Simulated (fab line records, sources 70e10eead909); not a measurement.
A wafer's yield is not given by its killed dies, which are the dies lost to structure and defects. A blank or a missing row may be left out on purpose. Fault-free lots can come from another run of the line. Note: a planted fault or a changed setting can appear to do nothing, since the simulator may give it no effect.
fab line records :: flow nand_harc
record:
  lots: 14
  wafers: 42
  last_day: 33
route steps=1302 shown P_M1@315 P_M2@334
lots that met no fault: taken from a fault-free run of the same line
start_h: the number of hours between the record's first day and the start of the first shown wafer of the lot :: wait_h: hours from the lot's prior step to this one :: " identical to the entry in the row above :: L1.1+2: one row covering several wafers at once :: - no value, or no start given :: * or withheld: withheld :: < > ~ a bound
route shown NAME@n: names a module that has steps shown in the file, with the first one's number in the route :: usual: average and standard deviation across the fault-free wafers :: same: alike in all rows :: chamber/n: place in a boat :: sites: the reading at each site :: _std_site: the values' standard deviation :: _edge_site: the outer-site mean with the inner-site mean subtracted :: radius_mm: how far each site lies from the wafer's centre :: mask NAME#n: copy n :: behind: tool/chamber where the wafer was last shaped :: hold: reason for holding the lot/hours on hold/outcome of the hold :: device: which transistor (n, p or np) failed to switch :: end of line: tests of these same wafers at the route's end :: step lacking rows: just its recipe :: killed: dies lost to structure and defects at the first sort, not the wafer's yield :: map: the dies of a wafer, with x for killed, . for not killed, _ for no die there
set.NAME: the setting that was run; set.NAME@STEP: the one run at that earlier step :: model.NAME: the simulator's own value behind a step, which no gauge read
a sample of lots followed through the steps of the route, with each step as a table and each wafer as a row
services: when a tool's chamber went out of use (start_h, in hours from the record's first day, below 0 if earlier), for how many hours, and the reason
== steps ==
step: NHARC_P_M1_INSPECT_27
usual:
  raw_defect_count: 262/98
lot.wafer: L375.1
tool: defect_inspect-02
chamber: -
start_h: 134.83
wait_h: 0.0
raw_defect_count: 128

lot.wafer: L375.4
tool: defect_inspect-02
chamber: -
start_h: 134.83
wait_h: 0.0
raw_defect_count: 254

lot.wafer: L375.6
tool: defect_inspect-02
chamber: -
start_h: 134.83
wait_h: 0.0
raw_defect_count: 170

lot.wafer: L376.2
tool: defect_inspect-01
chamber: -
start_h: 148.89
wait_h: 0.0
raw_defect_count: 474

lot.wafer: L376.3
tool: defect_inspect-01
chamber: -
start_h: 148.89
wait_h: 0.0
raw_defect_count: 326

lot.wafer: L376.4
tool: defect_inspect-01
chamber: -
start_h: 148.89
wait_h: 0.0
raw_defect_count: 368

lot.wafer: L377.1
tool: defect_inspect-01
chamber: -
start_h: 158.81
wait_h: 0.0
raw_defect_count: 242

lot.wafer: L377.2
tool: defect_inspect-01
chamber: -
start_h: 158.81
wait_h: 0.0
raw_defect_count: 338

lot.wafer: L377.3
tool: defect_inspect-01
chamber: -
start_h: 158.81
wait_h: 0.0
raw_defect_count: 192

lot.wafer: L379.2
tool: defect_inspect-01
chamber: -
start_h: 180.97
wait_h: 0.0
raw_defect_count: 193

lot.wafer: L379.5
tool: defect_inspect-01
chamber: -
start_h: 180.97
wait_h: 0.0
raw_defect_count: 240

lot.wafer: L379.6
tool: defect_inspect-01
chamber: -
start_h: 180.97
wait_h: 0.0
raw_defect_count: 338

lot.wafer: L381.1
tool: defect_inspect-02
chamber: -
start_h: 200.67
wait_h: 0.0
raw_defect_count: 293

lot.wafer: L381.3
tool: defect_inspect-02
chamber: -
start_h: 200.67
wait_h: 0.0
raw_defect_count: 206

lot.wafer: L381.5
tool: defect_inspect-02
chamber: -
start_h: 200.67
wait_h: 0.0
raw_defect_count: 370

lot.wafer: L384.1
tool: defect_inspect-02
chamber: -
start_h: 224.82
wait_h: 0.0
raw_defect_count: 254

lot.wafer: L384.4
tool: defect_inspect-02
chamber: -
start_h: 224.82
wait_h: 0.0
raw_defect_count: 164

lot.wafer: L384.6
tool: defect_inspect-02
chamber: -
start_h: 224.82
wait_h: 0.0
raw_defect_count: 144

lot.wafer: L389.2
tool: defect_inspect-02
chamber: -
start_h: 286.48
wait_h: 0.0
raw_defect_count: 600

lot.wafer: L389.4
tool: defect_inspect-02
chamber: -
start_h: 286.48
wait_h: 0.0
raw_defect_count: 335

lot.wafer: L389.5
tool: defect_inspect-02
chamber: -
start_h: 286.48
wait_h: 0.0
raw_defect_count: 243

lot.wafer: L390.2
tool: defect_inspect-02
chamber: -
start_h: 292.84
wait_h: 0.0
raw_defect_count: 212

lot.wafer: L390.5
tool: defect_inspect-02
chamber: -
start_h: 292.84
wait_h: 0.0
raw_defect_count: 219

lot.wafer: L390.6
tool: defect_inspect-02
chamber: -
start_h: 292.84
wait_h: 0.0
raw_defect_count: 240

lot.wafer: L391.1
tool: defect_inspect-01
chamber: -
start_h: 297.95
wait_h: 0.0
raw_defect_count: 185

lot.wafer: L391.2
tool: defect_inspect-01
chamber: -
start_h: 297.95
wait_h: 0.0
raw_defect_count: 246

lot.wafer: L391.3
tool: defect_inspect-01
chamber: -
start_h: 297.95
wait_h: 0.0
raw_defect_count: 159

lot.wafer: L392.1
tool: defect_inspect-01
chamber: -
start_h: 303.50
wait_h: 0.0
raw_defect_count: 126

lot.wafer: L392.4
tool: defect_inspect-01
chamber: -
start_h: 303.50
wait_h: 0.0
raw_defect_count: 260

lot.wafer: L392.6
tool: defect_inspect-01
chamber: -
start_h: 303.50
wait_h: 0.0
raw_defect_count: 193

lot.wafer: L393.4
tool: defect_inspect-01
chamber: -
start_h: 316.10
wait_h: 0.0
raw_defect_count: 442

lot.wafer: L393.5
tool: defect_inspect-01
chamber: -
start_h: 316.10
wait_h: 0.0
raw_defect_count: 260

lot.wafer: L393.6
tool: defect_inspect-01
chamber: -
start_h: 316.10
wait_h: 0.0
raw_defect_count: 267

lot.wafer: L394.1
tool: defect_inspect-02
chamber: -
start_h: 328.40
wait_h: 0.0
raw_defect_count: 519

lot.wafer: L394.3
tool: defect_inspect-02
chamber: -
start_h: 328.40
wait_h: 0.0
raw_defect_count: 278

lot.wafer: L394.6
tool: defect_inspect-02
chamber: -
start_h: 328.40
wait_h: 0.0
raw_defect_count: 237

lot.wafer: L395.3
tool: defect_inspect-01
chamber: -
start_h: 331.98
wait_h: 0.0
raw_defect_count: 179

lot.wafer: L395.4
tool: defect_inspect-01
chamber: -
start_h: 331.98
wait_h: 0.0
raw_defect_count: 233

lot.wafer: L395.5
tool: defect_inspect-01
chamber: -
start_h: 331.98
wait_h: 0.0
raw_defect_count: 130

lot.wafer: L396.1
tool: defect_inspect-02
chamber: -
start_h: 342.44
wait_h: 0.0
raw_defect_count: 349

lot.wafer: L396.4
tool: defect_inspect-02
chamber: -
start_h: 342.44
wait_h: 0.0
raw_defect_count: 283

lot.wafer: L396.6
tool: defect_inspect-02
chamber: -
start_h: 342.44
wait_h: 0.0
raw_defect_count: 299
step: NHARC_P_M2_CD_MEAS_16
usual:
  cd_nm: 170.3/0.73
lot.wafer: L375.1
tool: cd_sem-03
chamber: -
start_h: 136.87
wait_h: -
cd_nm: 170.0

lot.wafer: L375.4
tool: cd_sem-03
chamber: -
start_h: 136.87
wait_h: -
cd_nm: 169.8

lot.wafer: L375.6
tool: cd_sem-03
chamber: -
start_h: 136.87
wait_h: -
cd_nm: 169.4

lot.wafer: L376.2
tool: cd_sem-01
chamber: -
start_h: 150.78
wait_h: -
cd_nm: 169.1

lot.wafer: L376.3
tool: cd_sem-01
chamber: -
start_h: 150.78
wait_h: -
cd_nm: 169.0

lot.wafer: L376.4
tool: cd_sem-01
chamber: -
start_h: 150.78
wait_h: -
cd_nm: 170.3

lot.wafer: L377.1
tool: cd_sem-03
chamber: -
start_h: 160.70
wait_h: -
cd_nm: 171.1

lot.wafer: L377.2
tool: cd_sem-03
chamber: -
start_h: 160.70
wait_h: -
cd_nm: 171.1

lot.wafer: L377.3
tool: cd_sem-03
chamber: -
start_h: 160.70
wait_h: -
cd_nm: 170.8

lot.wafer: L379.2
tool: cd_sem-02
chamber: -
start_h: 182.86
wait_h: -
cd_nm: 170.5

lot.wafer: L379.5
tool: cd_sem-02
chamber: -
start_h: 182.86
wait_h: -
cd_nm: 170.0

lot.wafer: L379.6
tool: cd_sem-02
chamber: -
start_h: 182.86
wait_h: -
cd_nm: 169.5

lot.wafer: L381.1
tool: cd_sem-02
chamber: -
start_h: 202.55
wait_h: -
cd_nm: 170.6

lot.wafer: L381.3
tool: cd_sem-02
chamber: -
start_h: 202.55
wait_h: -
cd_nm: 169.4

lot.wafer: L381.5
tool: cd_sem-02
chamber: -
start_h: 202.55
wait_h: -
cd_nm: 169.2

lot.wafer: L384.1
tool: cd_sem-02
chamber: -
start_h: 226.59
wait_h: -
cd_nm: 170.5

lot.wafer: L384.4
tool: cd_sem-02
chamber: -
start_h: 226.59
wait_h: -
cd_nm: 170.0

lot.wafer: L384.6
tool: cd_sem-02
chamber: -
start_h: 226.59
wait_h: -
cd_nm: 171.3

lot.wafer: L389.2
tool: cd_sem-03
chamber: -
start_h: 288.29
wait_h: -
cd_nm: 169.7

lot.wafer: L389.4
tool: cd_sem-03
chamber: -
start_h: 288.29
wait_h: -
cd_nm: 170.9

lot.wafer: L389.5
tool: cd_sem-03
chamber: -
start_h: 288.29
wait_h: -
cd_nm: 171.3

lot.wafer: L390.2
tool: cd_sem-01
chamber: -
start_h: 294.77
wait_h: -
cd_nm: 169.9

lot.wafer: L390.5
tool: cd_sem-01
chamber: -
start_h: 294.77
wait_h: -
cd_nm: 170.5

lot.wafer: L390.6
tool: cd_sem-01
chamber: -
start_h: 294.77
wait_h: -
cd_nm: 169.7

lot.wafer: L391.1
tool: cd_sem-02
chamber: -
start_h: 299.76
wait_h: -
cd_nm: 170.8

lot.wafer: L391.2
tool: cd_sem-02
chamber: -
start_h: 299.76
wait_h: -
cd_nm: 169.5

lot.wafer: L391.3
tool: cd_sem-02
chamber: -
start_h: 299.76
wait_h: -
cd_nm: 170.5

lot.wafer: L392.1
tool: cd_sem-03
chamber: -
start_h: 305.42
wait_h: -
cd_nm: 172.1

lot.wafer: L392.4
tool: cd_sem-03
chamber: -
start_h: 305.42
wait_h: -
cd_nm: 171.2

lot.wafer: L392.6
tool: cd_sem-03
chamber: -
start_h: 305.42
wait_h: -
cd_nm: 171.2

lot.wafer: L393.4
tool: cd_sem-03
chamber: -
start_h: 318.03
wait_h: -
cd_nm: 171.9

lot.wafer: L393.5
tool: cd_sem-03
chamber: -
start_h: 318.03
wait_h: -
cd_nm: 170.9

lot.wafer: L393.6
tool: cd_sem-03
chamber: -
start_h: 318.03
wait_h: -
cd_nm: 170.7

lot.wafer: L394.1
tool: cd_sem-03
chamber: -
start_h: 330.46
wait_h: -
cd_nm: 170.7

lot.wafer: L394.3
tool: cd_sem-03
chamber: -
start_h: 330.46
wait_h: -
cd_nm: 170.3

lot.wafer: L394.6
tool: cd_sem-03
chamber: -
start_h: 330.46
wait_h: -
cd_nm: 169.2

lot.wafer: L395.3
tool: cd_sem-02
chamber: -
start_h: 334.42
wait_h: -
cd_nm: 169.0

lot.wafer: L395.4
tool: cd_sem-02
chamber: -
start_h: 334.42
wait_h: -
cd_nm: 170.1

lot.wafer: L395.5
tool: cd_sem-02
chamber: -
start_h: 334.42
wait_h: -
cd_nm: 170.1

lot.wafer: L396.1
tool: cd_sem-03
chamber: -
start_h: 344.33
wait_h: -
cd_nm: 170.5

lot.wafer: L396.4
tool: cd_sem-03
chamber: -
start_h: 344.33
wait_h: -
cd_nm: 170.7

lot.wafer: L396.6
tool: cd_sem-03
chamber: -
start_h: 344.33
wait_h: -
cd_nm: 170.5
step: NHARC_P_M2_DEGAS_29
recipe:
  temp_c: 250
  time_s: 60
usual:
  heater_power_w: 321/34
lot.wafer: L375.1
tool: pvd_sputter-03
chamber: -
start_h: 137.60
wait_h: -
heater_power_w: 360

lot.wafer: L375.4
tool: pvd_sputter-03
chamber: -
start_h: 137.60
wait_h: -
heater_power_w: 322

lot.wafer: L375.6
tool: pvd_sputter-03
chamber: -
start_h: 137.60
wait_h: -
heater_power_w: 371

lot.wafer: L376.3
tool: pvd_sputter-01
chamber: -
start_h: 151.50
wait_h: -
heater_power_w: 379

lot.wafer: L376.4
tool: pvd_sputter-01
chamber: -
start_h: 151.50
wait_h: -
heater_power_w: 349

lot.wafer: L376.2
tool: pvd_sputter-01
chamber: -
start_h: 151.50
wait_h: -
heater_power_w: 292

lot.wafer: L377.2
tool: pvd_sputter-01
chamber: -
start_h: 161.42
wait_h: -
heater_power_w: 295

lot.wafer: L377.1
tool: pvd_sputter-01
chamber: -
start_h: 161.42
wait_h: -
heater_power_w: 253

lot.wafer: L377.3
tool: pvd_sputter-01
chamber: -
start_h: 161.42
wait_h: -
heater_power_w: 372

lot.wafer: L379.2
tool: pvd_sputter-02
chamber: -
start_h: 183.58
wait_h: -
heater_power_w: 298

lot.wafer: L379.6
tool: pvd_sputter-02
chamber: -
start_h: 183.58
wait_h: -
heater_power_w: 350

lot.wafer: L379.5
tool: pvd_sputter-02
chamber: -
start_h: 183.58
wait_h: -
heater_power_w: 297

lot.wafer: L381.3
tool: pvd_sputter-02
chamber: -
start_h: 203.28
wait_h: -
heater_power_w: 291

lot.wafer: L381.1
tool: pvd_sputter-02
chamber: -
start_h: 203.28
wait_h: -
heater_power_w: 337

lot.wafer: L381.5
tool: pvd_sputter-02
chamber: -
start_h: 203.28
wait_h: -
heater_power_w: 286

lot.wafer: L384.4
tool: pvd_sputter-03
chamber: -
start_h: 227.32
wait_h: -
heater_power_w: 293

lot.wafer: L384.1
tool: pvd_sputter-03
chamber: -
start_h: 227.32
wait_h: -
heater_power_w: 364

lot.wafer: L384.6
tool: pvd_sputter-03
chamber: -
start_h: 227.32
wait_h: -
heater_power_w: 332

lot.wafer: L389.4
tool: pvd_sputter-03
chamber: -
start_h: 289.02
wait_h: -
heater_power_w: 315

lot.wafer: L389.2
tool: pvd_sputter-03
chamber: -
start_h: 289.02
wait_h: -
heater_power_w: 363

lot.wafer: L389.5
tool: pvd_sputter-03
chamber: -
start_h: 289.02
wait_h: -
heater_power_w: 302

lot.wafer: L390.2
tool: pvd_sputter-03
chamber: -
start_h: 295.65
wait_h: -
heater_power_w: 320

lot.wafer: L390.6
tool: pvd_sputter-03
chamber: -
start_h: 295.65
wait_h: -
heater_power_w: 315

lot.wafer: L390.5
tool: pvd_sputter-03
chamber: -
start_h: 295.65
wait_h: -
heater_power_w: 358

lot.wafer: L391.2
tool: pvd_sputter-02
chamber: -
start_h: 300.48
wait_h: -
heater_power_w: 326

lot.wafer: L391.3
tool: pvd_sputter-02
chamber: -
start_h: 300.48
wait_h: -
heater_power_w: 302

lot.wafer: L391.1
tool: pvd_sputter-02
chamber: -
start_h: 300.48
wait_h: -
heater_power_w: 303

lot.wafer: L392.4
tool: pvd_sputter-03
chamber: -
start_h: 306.15
wait_h: -
heater_power_w: 323

lot.wafer: L392.1
tool: pvd_sputter-03
chamber: -
start_h: 306.15
wait_h: -
heater_power_w: 363

lot.wafer: L392.6
tool: pvd_sputter-03
chamber: -
start_h: 306.15
wait_h: -
heater_power_w: 330

lot.wafer: L393.4
tool: pvd_sputter-02
chamber: -
start_h: 318.76
wait_h: -
heater_power_w: 330

lot.wafer: L393.5
tool: pvd_sputter-02
chamber: -
start_h: 318.76
wait_h: -
heater_power_w: 302

lot.wafer: L393.6
tool: pvd_sputter-02
chamber: -
start_h: 318.76
wait_h: -
heater_power_w: 299

lot.wafer: L394.3
tool: pvd_sputter-01
chamber: -
start_h: 331.18
wait_h: -
heater_power_w: 253

lot.wafer: L394.1
tool: pvd_sputter-01
chamber: -
start_h: 331.18
wait_h: -
heater_power_w: 335

lot.wafer: L394.6
tool: pvd_sputter-01
chamber: -
start_h: 331.18
wait_h: -
heater_power_w: 248

lot.wafer: L395.4
tool: pvd_sputter-02
chamber: -
start_h: 335.13
wait_h: -
heater_power_w: 330

lot.wafer: L395.3
tool: pvd_sputter-02
chamber: -
start_h: 335.13
wait_h: -
heater_power_w: 302

lot.wafer: L395.5
tool: pvd_sputter-02
chamber: -
start_h: 335.13
wait_h: -
heater_power_w: 327

lot.wafer: L396.4
tool: pvd_sputter-03
chamber: -
start_h: 345.06
wait_h: -
heater_power_w: 362

lot.wafer: L396.1
tool: pvd_sputter-03
chamber: -
start_h: 345.06
wait_h: -
heater_power_w: 293

lot.wafer: L396.6
tool: pvd_sputter-03
chamber: -
start_h: 345.06
wait_h: -
heater_power_w: 317
step: NHARC_P_M2_ECD_22
recipe:
  target_thk_a: 4000
  bath_temp_c: 25
  material: Cu
lot.wafer: L375.1+4+6
tool: ecd_cu-01
chamber: 0,1,0
start_h: 138.02
wait_h: -

lot.wafer: L376.2+3+4
tool: ecd_cu-01
chamber: 1,1,0
start_h: 151.85
wait_h: -

lot.wafer: L377.1+2+3
tool: ecd_cu-02
chamber: 1,0,0
start_h: 161.78
wait_h: -

lot.wafer: L379.2+6+5
tool: ecd_cu-02
chamber: 1,0,1
start_h: 183.97
wait_h: -

lot.wafer: L381.1+3+5
tool: ecd_cu-02
chamber: 0,1,1
start_h: 203.63
wait_h: -

lot.wafer: L384.1+4+6
tool: ecd_cu-02
chamber: 1,0,0
start_h: 227.77
wait_h: -

lot.wafer: L389.2+4+5
tool: ecd_cu-01
chamber: 0,0,1
start_h: 289.41
wait_h: -

lot.wafer: L390.2+5+6
tool: ecd_cu-02
chamber: 0,0,1
start_h: 295.99
wait_h: -

lot.wafer: L391.1+2+3
tool: ecd_cu-02
chamber: 0,1,0
start_h: 300.83
wait_h: -

lot.wafer: L392.1+4+6
tool: ecd_cu-02
chamber: 0,1,0
start_h: 306.50
wait_h: -

lot.wafer: L393.4+5+6
tool: ecd_cu-01
chamber: 0,1,0
start_h: 319.25
wait_h: -

lot.wafer: L394.1+3+6
tool: ecd_cu-01
chamber: 1
start_h: 331.59
wait_h: -

lot.wafer: L395.3+4+5
tool: ecd_cu-02
chamber: 0,1,0
start_h: 335.59
wait_h: -

lot.wafer: L396.1+4+6
tool: ecd_cu-01
chamber: 0,1,1
start_h: 345.46
wait_h: -
step: NHARC_P_M2_CMP_23
recipe:
  t_overpolish_s: 20
  target_thk_nm: 144.3
usual:
  motor_current_A: 11.7/0.9
  time_to_endpoint_s: 28.6/2.4
lot.wafer: L375.4
tool: cmp-02
chamber: 3
start_h: 138.75
wait_h: -
motor_current_A: 11.6
time_to_endpoint_s: 30.5

lot.wafer: L375.1
tool: cmp-02
chamber: 0
start_h: 138.75
wait_h: -
motor_current_A: 13.0
time_to_endpoint_s: 26.5

lot.wafer: L375.6
tool: cmp-02
chamber: 2
start_h: 138.75
wait_h: -
motor_current_A: 10.7
time_to_endpoint_s: 26.9

lot.wafer: L376.2
tool: cmp-02
chamber: 3
start_h: 152.58
wait_h: -
motor_current_A: 10.7
time_to_endpoint_s: 29.5

lot.wafer: L376.3
tool: cmp-02
chamber: 1
start_h: 152.58
wait_h: -
motor_current_A: 10.6
time_to_endpoint_s: 30.2

lot.wafer: L376.4
tool: cmp-02
chamber: 2
start_h: 152.58
wait_h: -
motor_current_A: 11.0
time_to_endpoint_s: 25.8

lot.wafer: L377.1
tool: cmp-04
chamber: 1
start_h: 162.59
wait_h: -
motor_current_A: 12.6
time_to_endpoint_s: 29.6

lot.wafer: L377.3
tool: cmp-04
chamber: 2
start_h: 162.59
wait_h: -
motor_current_A: 12.2
time_to_endpoint_s: 27.2

lot.wafer: L377.2
tool: cmp-04
chamber: 3
start_h: 162.59
wait_h: -
motor_current_A: 10.7
time_to_endpoint_s: 29.7

lot.wafer: L379.2
tool: cmp-04
chamber: 2
start_h: 184.70
wait_h: -
motor_current_A: 12.3
time_to_endpoint_s: 30.3

lot.wafer: L379.6
tool: cmp-04
chamber: 0
start_h: 184.70
wait_h: -
motor_current_A: 11.6
time_to_endpoint_s: 28.1

lot.wafer: L379.5
tool: cmp-04
chamber: 1
start_h: 184.70
wait_h: -
motor_current_A: 13.5
time_to_endpoint_s: 30.6

lot.wafer: L381.1
tool: cmp-02
chamber: 0
start_h: 204.38
wait_h: -
motor_current_A: 13.2
time_to_endpoint_s: 12.0

lot.wafer: L381.3
tool: cmp-02
chamber: 1
start_h: 204.38
wait_h: -
motor_current_A: 10.9
time_to_endpoint_s: 31.1

lot.wafer: L381.5
tool: cmp-02
chamber: 3
start_h: 204.38
wait_h: -
motor_current_A: 11.0
time_to_endpoint_s: 30.2

lot.wafer: L384.4
tool: cmp-04
chamber: 3
start_h: 228.46
wait_h: -
motor_current_A: 11.0
time_to_endpoint_s: 13.5

lot.wafer: L384.1
tool: cmp-04
chamber: 1
start_h: 228.46
wait_h: -
motor_current_A: 12.2
time_to_endpoint_s: 30.8

lot.wafer: L384.6
tool: cmp-04
chamber: 3
start_h: 228.46
wait_h: -
motor_current_A: 10.4
time_to_endpoint_s: 13.3

lot.wafer: L389.2
tool: cmp-03
chamber: 0
start_h: 290.08
wait_h: -
motor_current_A: 12.1
time_to_endpoint_s: 25.1

lot.wafer: L389.4
tool: cmp-03
chamber: 2
start_h: 290.08
wait_h: -
motor_current_A: 11.9
time_to_endpoint_s: 22.2

lot.wafer: L389.5
tool: cmp-03
chamber: 1
start_h: 290.08
wait_h: -
motor_current_A: 11.3
time_to_endpoint_s: 30.5

lot.wafer: L390.2
tool: cmp-02
chamber: 3
start_h: 296.77
wait_h: -
motor_current_A: 11.2
time_to_endpoint_s: 25.0

lot.wafer: L390.5
tool: cmp-02
chamber: 1
start_h: 296.77
wait_h: -
motor_current_A: 11.3
time_to_endpoint_s: 28.4

lot.wafer: L390.6
tool: cmp-02
chamber: 2
start_h: 296.77
wait_h: -
motor_current_A: 10.7
time_to_endpoint_s: 26.1

lot.wafer: L391.2
tool: cmp-03
chamber: 1
start_h: 301.55
wait_h: -
motor_current_A: 10.8
time_to_endpoint_s: 32.1

lot.wafer: L391.1
tool: cmp-03
chamber: 2
start_h: 301.55
wait_h: -
motor_current_A: 11.7
time_to_endpoint_s: 29.4

lot.wafer: L391.3
tool: cmp-03
chamber: 0
start_h: 301.55
wait_h: -
motor_current_A: 11.7
time_to_endpoint_s: 28.4

lot.wafer: L392.4
tool: cmp-02
chamber: 2
start_h: 307.21
wait_h: -
motor_current_A: 11.3
time_to_endpoint_s: 26.4

lot.wafer: L392.1
tool: cmp-02
chamber: 0
start_h: 307.21
wait_h: -
motor_current_A: 12.2
time_to_endpoint_s: 29.0

lot.wafer: L392.6
tool: cmp-02
chamber: 2
start_h: 307.21
wait_h: -
motor_current_A: 10.8
time_to_endpoint_s: 28.5

lot.wafer: L393.4
tool: cmp-04
chamber: 1
start_h: 319.85
wait_h: -
motor_current_A: 13.2
time_to_endpoint_s: 25.7

lot.wafer: L393.6
tool: cmp-04
chamber: 0
start_h: 319.85
wait_h: -
motor_current_A: 11.6
time_to_endpoint_s: 25.8

lot.wafer: L393.5
tool: cmp-04
chamber: 1
start_h: 319.85
wait_h: -
motor_current_A: 12.8
time_to_endpoint_s: 25.6

lot.wafer: L394.1
tool: cmp-03
chamber: 2
start_h: 332.27
wait_h: -
motor_current_A: 12.0
time_to_endpoint_s: 24.1

lot.wafer: L394.3
tool: cmp-03
chamber: 1
start_h: 332.27
wait_h: -
motor_current_A: 10.2
time_to_endpoint_s: 33.2

lot.wafer: L394.6
tool: cmp-03
chamber: 2
start_h: 332.27
wait_h: -
motor_current_A: 11.6
time_to_endpoint_s: 25.9

lot.wafer: L395.4
tool: cmp-04
chamber: 3
start_h: 336.26
wait_h: -
motor_current_A: 10.9
time_to_endpoint_s: 29.0

lot.wafer: L395.3
tool: cmp-04
chamber: 0
start_h: 336.26
wait_h: -
motor_current_A: 12.6
time_to_endpoint_s: 28.7

lot.wafer: L395.5
tool: cmp-04
chamber: 2
start_h: 336.26
wait_h: -
motor_current_A: 12.2
time_to_endpoint_s: 28.0

lot.wafer: L396.1
tool: cmp-02
chamber: 1
start_h: 346.15
wait_h: -
motor_current_A: 10.9
time_to_endpoint_s: 32.0

lot.wafer: L396.4
tool: cmp-02
chamber: 3
start_h: 346.15
wait_h: -
motor_current_A: 10.8
time_to_endpoint_s: 27.3

lot.wafer: L396.6
tool: cmp-02
chamber: 0
start_h: 346.15
wait_h: -
motor_current_A: 12.8
time_to_endpoint_s: 25.8
== services ==
tool: cmp-03
chamber: -
start_h: 132.29
hours: 0.8
kind: repair

tool: cmp-02
chamber: -
start_h: 134.51
hours: 4.0
kind: pm

tool: pvd_sputter-01
chamber: -
start_h: 143.24
hours: 6.5
kind: repair

tool: cmp-03
chamber: -
start_h: 147.08
hours: 2.0
kind: repair

tool: ecd_cu-01
chamber: -
start_h: 160.00
hours: 8.0
kind: pm

tool: cmp-03
chamber: -
start_h: 162.15
hours: 4.0
kind: pm

tool: cmp-04
chamber: -
start_h: 164.53
hours: 0.3
kind: repair

tool: pvd_sputter-01
chamber: -
start_h: 173.65
hours: 0.8
kind: repair

tool: pvd_sputter-03
chamber: -
start_h: 178.32
hours: 10.0
kind: pm

tool: cmp-04
chamber: -
start_h: 209.06
hours: 4.0
kind: pm

tool: pvd_sputter-01
chamber: -
start_h: 226.00
hours: 10.0
kind: pm

tool: cmp-02
chamber: -
start_h: 232.51
hours: 4.0
kind: pm

tool: pvd_sputter-01
chamber: -
start_h: 241.93
hours: 3.8
kind: repair

tool: cmp-03
chamber: -
start_h: 243.01
hours: 0.5
kind: repair

tool: ecd_cu-02
chamber: -
start_h: 244.00
hours: 8.0
kind: pm

tool: cmp-04
chamber: -
start_h: 257.98
hours: 0.6
kind: repair

tool: cmp-03
chamber: -
start_h: 260.15
hours: 4.0
kind: pm

tool: pvd_sputter-01
chamber: -
start_h: 270.09
hours: 2.1
kind: repair

tool: cmp-04
chamber: -
start_h: 280.78
hours: 0.5
kind: repair

tool: pvd_sputter-02
chamber: -
start_h: 282.00
hours: 10.0
kind: pm

tool: cmp-04
chamber: -
start_h: 307.17
hours: 4.0
kind: pm

tool: cmp-02
chamber: -
start_h: 309.40
hours: 0.5
kind: repair

tool: cmp-02
chamber: -
start_h: 330.51
hours: 4.0
kind: pm

tool: ecd_cu-01
chamber: -
start_h: 336.00
hours: 8.0
kind: pm
== key ==
first_sign:
  step: NHARC_P_M2_CMP_23
  reading: time_to_endpoint_s
  direction: down
  sigmas: 6.4
  usual: *
  struck: *
effect none on later readings
met_at NHARC_P_M2_ECD_22
struck_lots L381,L384
struck_wafers L381.1,L384.4,L384.6
later_rows_left_out L381.1,L384.4,L384.6
sort_left_out L381.1,L384.4,L384.6
not_acting_at NHARC_P_M1_INSPECT_27,NHARC_P_M2_CD_MEAS_16,NHARC_P_M2_DEGAS_29
onset_between 183.97 203.63
fault:
  kind: process_parameter_drift
  tool: ecd_cu-02
  chamber: 0
  onset_h: 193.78
  steps: NHARC_P_M2_ECD_22
  channel: target_thk_a
  offset: *
  shape: step
  end_h: 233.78
  acts_in: *
  stated: *
sort_left_out: the simulated sort isn't trusted on such a fault, so these wafers' sort isn't shown, and their yield isn't known
later_rows_left_out: the simulator's readings of these wafers behind a module that went badly wrong aren't trusted and aren't shown, but for the sort
